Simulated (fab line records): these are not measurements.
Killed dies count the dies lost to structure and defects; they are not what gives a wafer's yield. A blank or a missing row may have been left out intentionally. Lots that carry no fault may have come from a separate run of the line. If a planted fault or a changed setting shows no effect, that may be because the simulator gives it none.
Matching of chambers / flow n5_finfet / 4 sister chambers for N5_MOL_CONTACT_COAG_ETCHBACK_135 on rie_diel-04
The step etches SiO2 in CHF3, target depth 25 nm, time 16.7 s. 4 wafers are shown with their chamber, then 8 later ones without.

== WAFERS, EACH WITH ITS CHAMBER ==
wafer=L086.1; chamber=1; showerhead_plenum_p_Torr (Torr)=2.31
wafer=L086.2; chamber=3; showerhead_plenum_p_Torr (Torr)=2.33
wafer=L086.3; chamber=2; showerhead_plenum_p_Torr (Torr)=2.39
wafer=L090.1; chamber=0; showerhead_plenum_p_Torr (Torr)=2.32

== WAFERS MISSING THEIR CHAMBER ==
wafer=L090.3; showerhead_plenum_p_Torr (Torr)=2.38
wafer=L090.4; showerhead_plenum_p_Torr (Torr)=2.32
wafer=L092.2; showerhead_plenum_p_Torr (Torr)=2.30
wafer=L092.5; showerhead_plenum_p_Torr (Torr)=2.32
wafer=L092.6; showerhead_plenum_p_Torr (Torr)=2.32
wafer=L097.1; showerhead_plenum_p_Torr (Torr)=2.32
wafer=L097.3; showerhead_plenum_p_Torr (Torr)=2.31
wafer=L097.6; showerhead_plenum_p_Torr (Torr)=2.38

== EACH ONE'S CHAMBER ==
wafer=L090.3; from the rows above=2; in truth=2
wafer=L090.4; from the rows above=can't be placed: 0 or 1 or 3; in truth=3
wafer=L092.2; from the rows above=can't be placed: 1 or 0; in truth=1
wafer=L092.5; from the rows above=can't be placed: 0 or 1 or 3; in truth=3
wafer=L092.6; from the rows above=can't be placed: 0 or 1 or 3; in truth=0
wafer=L097.1; from the rows above=can't be placed: 0 or 1 or 3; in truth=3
wafer=L097.3; from the rows above=can't be placed: 1 or 0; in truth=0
wafer=L097.6; from the rows above=2; in truth=2
Placed correctly: 2 of 8. Not placeable from these rows: 6 (in 6, the candidates include the true chamber). Number placed wrongly: 0.
How it was worked out, from the rows above alone: a wafer's distance from a chamber is the root of the sum, over the readings, of the square of ((its reading less the chamber's mean) divided by the reading's scatter). The wafer belongs to the nearest chamber; if the next one is less than 2 further off, it can't be placed. For every chamber, the mean is computed from those of its wafers that are shown. The scatter: root of mean squared gap, hidden wafer to nearest shown wafer, with one shown wafer a chamber.
